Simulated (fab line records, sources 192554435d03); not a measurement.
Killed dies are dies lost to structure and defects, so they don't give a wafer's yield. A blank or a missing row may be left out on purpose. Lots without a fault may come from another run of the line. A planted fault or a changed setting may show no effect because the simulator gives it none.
fab line records | flow n5_finfet | part 2 of 2: steps 18 to 28 of 28
record lots=5 wafers=15 last_day=17
route steps=1938 shown BEOL_M7@1293
lots that met no fault: from a run of the same line without faults
start_h: hours from the record's first day to the start of the lot's first wafer shown | wait_h: hours since the lot's step before | " the same as in the row above | L1.1+2: a row that stands for several wafers | - no value, or no start given | * or withheld: withheld | < > ~ a bound
route shown NAME@n: a module of which the file shows steps, and the number in the route of the first | usual: mean/standard deviation of fault-free wafers | same: alike in all rows | chamber/n: place in a boat | sites: the reading at each site | _std_site: their standard deviation | _edge_site: outer sites' mean less inner sites' | radius_mm: how far each site lies from the wafer's centre | mask NAME#n: copy n | behind: the tool/chamber that last shaped the wafer | hold: why the lot was held/for how many hours/how that ended | device: the transistor (n, p or np) that didn't switch | end of line: the same wafers' tests at the end of the route | a step without rows: its recipe alone | killed: dies lost to structure and defects at the first sort, not the wafer's yield | map: a wafer's dies, x killed, . not, _ none there
set.NAME: the setting as run; set.NAME@STEP: as run at that earlier step | model.NAME: the simulator's own value behind a step, which no gauge read
lots at some steps of the route; a table a step, a row a wafer
services: from which hour (start_h, from the record's first day; less than 0 if before it) a tool's chamber was out of use, for how many hours, and why
## steps
# step N5_BEOL_M7_STRIP_80
# recipe chemistry=N2/H2 time_s=10 power_w=450 temp_c=40 pressure_mtorr=20 rf_frequency_hz=6e+07 bias_power_w=7 n2_flow_sccm=200 h2_flow_sccm=200
# usual drypump_motor_current_A=5.85/0.26 oes_product_au=0.79/0.085 rf_vpp_V=59.1/0.92 showerhead_plenum_p_Torr=2.54/0.1 throttle_valve_pct=23.74/0.28
# columns lot.wafer tool chamber start_h wait_h drypump_motor_current_A oes_product_au rf_hours_counter_h rf_vpp_V showerhead_plenum_p_Torr throttle_valve_pct
L081.2 rie_diel-04 3 - - 6.22 0.74 190 59.1 2.53 23.98
L081.3 " 1 " " 6.04 0.84 93 58.8 2.47 23.53
L081.4 " 0 " " 5.50 0.71 202 58.8 2.40 23.86
L082.2 rie_diel-04 2 - - 5.60 0.89 14 59.4 2.70 23.28
L082.3 " 1 " " 6.03 0.83 95 60.4 2.47 23.54
L082.5 " 3 " " 6.21 0.73 - 59.8 2.53 24.01
L089.2 rie_diel-04 2 - - 5.59 0.87 25 60.8 2.70 23.30
L089.5 " 1 " " 5.99 0.83 - 58.6 2.47 23.57
L089.6 " 2 " " 5.61 0.87 - 58.7 2.70 23.29
L093.2 rie_diel-03 2 - - 5.72 0.73 194 58.2 2.61 23.72
L093.5 " 0 " " 6.28 0.70 - 58.9 2.51 24.03
L093.6 " 1 " " 5.59 0.72 - 59.1 2.42 24.15
L097.1 rie_diel-03 1 - - 5.56 0.71 223 60.3 2.42 24.14
L097.3 " 0 " " 6.28 0.69 232 59.5 2.50 24.05
L097.6 " 2 " " 5.73 0.72 - 59.5 2.61 23.75
# step N5_BEOL_M7_OCD_MEAS_38
# usual trench_depth_nm=93.5/1.3
# columns lot.wafer tool chamber start_h wait_h trench_depth_nm
L081.2 ocd-01 - 231.79 - 92.6
L081.3 " - " " 93.2
L081.4 " - " " 93.6
L082.2 ocd-01 - 240.41 - 91.5
L082.3 " - " " 94.5
L082.5 " - " " 93.5
L089.2 ocd-02 - 270.50 - 91.0
L089.5 " - " " 93.9
L089.6 " - " " 91.0
L093.2 ocd-01 - 309.85 - 93.5
L093.5 " - " " 94.0
L093.6 " - " " 93.6
L097.1 ocd-02 - 339.35 - 91.8
L097.3 " - " " 93.3
L097.6 " - " " 91.9
# step N5_BEOL_M7_HM_STRIP_39
# recipe chemistry=peroxide_tin_strip material=TiN target_depth_a=250 temp_c=50 time_s=158
# columns lot.wafer tool chamber start_h wait_h
L081.2+3+4 wet_bench-04 6,5,7 231.82 0.0
L082.2+3+5 wet_bench-04 6,4,5 240.44 0.0
L089.2+5+6 wet_bench-02 0,2,6 270.53 0.0
L093.2+5+6 wet_bench-04 4,2,0 309.88 0.0
L097.1+3+6 wet_bench-06 5,7,6 339.39 0.0
# step N5_BEOL_M7_SRD_40
# recipe time_s=30 temp_c=23 rinse_liquid=diw dry=ipa_marangoni
# columns lot.wafer tool chamber start_h wait_h
L081.2+3+4 wet_bench-04 6,5,7 231.86 0.0
L082.2+3+5 wet_bench-04 6,4,5 240.48 0.0
L089.2+5+6 wet_bench-02 0,2,6 270.58 0.0
L093.2+5+6 wet_bench-04 4,2,0 309.93 0.0
L097.1+3+6 wet_bench-06 5,7,6 339.44 0.0
# step N5_BEOL_M7_PRECLEAN_42
# recipe chemistry=residue_remover time_s=60 temp_c=40
# columns lot.wafer tool chamber start_h wait_h
L081.2+3+4 wet_bench-04 6,5,7 231.88 0.0
L082.2+3+5 wet_bench-04 6,4,5 240.50 0.0
L089.2+5+6 wet_bench-02 0,2,6 270.60 0.0
L093.2+5+6 wet_bench-04 4,2,0 309.95 0.0
L097.1+3+6 wet_bench-06 5,7,6 339.46 0.0
# step N5_BEOL_M7_SRD_43
# recipe time_s=30 temp_c=23 rinse_liquid=diw dry=ipa_marangoni
# columns lot.wafer tool chamber start_h wait_h
L081.2+3+4 wet_bench-04 6,5,7 231.90 0.0
L082.2+3+5 wet_bench-04 6,4,5 240.52 0.0
L089.2+5+6 wet_bench-02 0,2,6 270.61 0.0
L093.2+5+6 wet_bench-04 4,2,0 309.96 0.0
L097.1+3+6 wet_bench-06 5,7,6 339.48 0.0
# step N5_BEOL_M7_CD_MEAS_35
# recipe target_cd_nm=40 polarity=opening
# usual cd_nm=39.8/0.65
# columns lot.wafer tool chamber start_h wait_h cd_nm
L081.2 cd_sem-02 - 231.94 0.0 38.4
L081.3 " - " " 39.1
L081.4 " - " " 39.7
L082.2 cd_sem-01 - 240.56 0.0 39.2
L082.3 " - " " 39.7
L082.5 " - " " 39.0
L089.2 cd_sem-02 - 270.66 0.0 40.4
L089.5 " - " " 40.1
L089.6 " - " " 39.7
L093.2 cd_sem-03 - 310.00 0.0 39.1
L093.5 " - " " 39.4
L093.6 " - " " 39.0
L097.1 cd_sem-01 - 339.53 0.0 40.3
L097.3 " - " " 40.6
L097.6 " - " " 40.2
# step N5_BEOL_M7_CURE_75
# recipe temp_c=370 time_s=120 ambient=DMADMS/He material=SiCOH_lowk
# usual lamp_power_pct=52.31/0.055 wafer_temp_C_max=371.7/0.56
# columns lot.wafer tool chamber start_h wait_h lamp_power_pct wafer_temp_C_max
L081.2 uv_cure-01 0 232.03 0.1 52.30 371.4
L081.3 " 0 " " 52.32 372.4
L081.4 " 0 " " 52.36 371.6
L082.2 uv_cure-02 0 240.65 0.1 52.28 371.3
L082.3 " 0 " " 52.31 371.3
L082.5 " 0 " " 52.33 371.0
L089.2 uv_cure-02 0 270.75 0.1 52.42 371.2
L089.5 " 0 " " 52.36 371.0
L089.6 " 0 " " 52.25 371.2
L093.2 uv_cure-01 1 310.26 0.3 52.24 372.4
L093.5 " 1 " " 52.37 371.6
L093.6 " 1 " " 52.26 371.7
L097.1 uv_cure-02 0 339.57 0.0 52.31 371.3
L097.3 " 0 " " 52.39 371.5
L097.6 " 0 " " 52.26 371.3
# step N5_BEOL_M7_DEGAS_44
# recipe ambient=vacuum temp_c=250 time_s=60
# usual heater_power_w=313/30 susceptor_temp_C=250.00/0.18
# columns lot.wafer tool chamber start_h wait_h heater_power_w susceptor_temp_C
L081.2 pvd_sputter-01 - 232.30 0.2 270 250.02
L081.3 " - " " 308 250.00
L081.4 " - " " 276 249.79
L082.2 pvd_sputter-01 - 241.90 1.2 270 250.08
L082.3 " - " " 362 249.94
L082.5 " - " " 277 249.83
L089.2 pvd_sputter-01 - 271.76 1.0 269 250.09
L089.5 " - " " 270 250.12
L089.6 " - " " 305 249.78
L093.2 pvd_sputter-03 - 310.55 0.2 320 249.83
L093.5 " - " " 347 250.26
L093.6 " - " " 327 249.92
L097.1 pvd_sputter-02 - 339.97 0.4 313 250.30
L097.3 " - " " 280 249.93
L097.6 " - " " 282 250.23
# step N5_BEOL_M7_PRE_CLEAN_45
# recipe gas=H2/He time_s=30 temp_c=250
# usual heater_power_w=313/30 susceptor_temp_C=249.99/0.19
# columns lot.wafer tool chamber start_h wait_h heater_power_w susceptor_temp_C
L081.2 pvd_sputter-01 - 232.34 0.0 267 249.86
L081.3 " - " " 302 250.15
L081.4 " - " " 282 249.72
L082.2 pvd_sputter-01 - 241.94 0.0 265 250.19
L082.3 " - " " 351 250.00
L082.5 " - " " 279 250.22
L089.2 pvd_sputter-01 - 271.80 0.0 265 250.13
L089.5 " - " " 266 250.17
L089.6 " - " " 305 250.02
L093.2 pvd_sputter-03 - 310.59 0.0 320 249.90
L093.5 " - " " 339 250.04
L093.6 " - " " 332 249.92
L097.1 pvd_sputter-02 - 340.01 0.0 317 249.94
L097.3 " - " " 281 250.14
L097.6 " - " " 280 249.88
# step N5_BEOL_M7_ALD_77
# recipe material=TaN target_thk_a=20 temp_c=275 ald_precursor_family=PDMAT ald_co_reactant=NH3 pressure_torr=3 carrier_flow_sccm=1500 pulse_time_s=2 purge_time_s=3 co_reactant_purge_time_s=2 co_reactant_pulse_time_s=3 ald_cycles=40 precursor_vessel_temp_c=75 precursor_vessel_pressure_torr=26.25 precursor_vessel_carrier_sccm=1000
# usual heater_power_w=401/23 precursor_vessel_carrier_sccm=1000/3.1 susceptor_temp_C=274.99/0.21
# same co_reactant_purge_time_s=2
# columns lot.wafer tool chamber start_h wait_h heater_power_w precursor_vessel_carrier_sccm susceptor_temp_C
L081.2 ald_metal-04 1 232.40 0.0 387 1000 275.58
L081.3 " 3 " " 378 1000 274.85
L081.4 " 0 " " 385 998 274.73
L082.2 ald_metal-03 1 242.02 0.1 445 1000 275.28
L082.3 " 2 " " 405 1000 274.94
L082.5 " 3 " " 452 1002 275.03
L089.2 ald_metal-04 3 271.86 0.0 387 1002 275.22
L089.5 " 1 " " 379 996 274.93
L089.6 " 2 " " 417 999 275.22
L093.2 ald_metal-04 2 310.65 0.0 409 997 275.16
L093.5 " 3 " " 385 1001 274.62
L093.6 " 0 " " 390 999 274.99
L097.1 ald_metal-03 1 340.07 0.0 439 1001 275.13
L097.3 " 0 " " 433 999 275.10
L097.6 " 1 " " 444 1002 274.80
## services
# columns tool chamber start_h hours kind
euv_scanner-02 - 215.19 1.0 pm
rie_diel-04 - 234.11 1.7 repair
uv_cure-01 - 237.49 3.4 pm
rie_diel-04 0 248.92 19.3 repair
ald_metal-03 1 258.04 8.2 repair
euv_scanner-02 - 268.43 4.6 pm
rie_diel-04 1 276.61 5.4 repair
rie_diel-04 - 281.45 0.4 repair
ald_metal-03 - 281.58 1.9 repair
rie_diel-04 1 283.72 16.7 repair
euv_scanner-01 - 284.84 4.6 pm
pvd_sputter-02 - 288.44 40.3 repair
euv_scanner-01 - 291.90 1.0 pm
euv_scanner-01 - 303.68 12.0 pm
rie_diel-03 1 318.53 5.0 repair
euv_scanner-01 0 321.25 - calibration
euv_scanner-01 - 321.44 3.6 repair
rie_diel-04 0 325.47 51.5 repair
euv_scanner-02 - 327.49 1.0 pm
rie_diel-04 - 336.74 2.8 pm
ald_metal-04 - 337.25 14.0 pm
ald_metal-04 0 337.25 14.0 vent_cycle
ald_metal-04 1 337.25 14.0 vent_cycle
ald_metal-04 2 337.25 14.0 vent_cycle
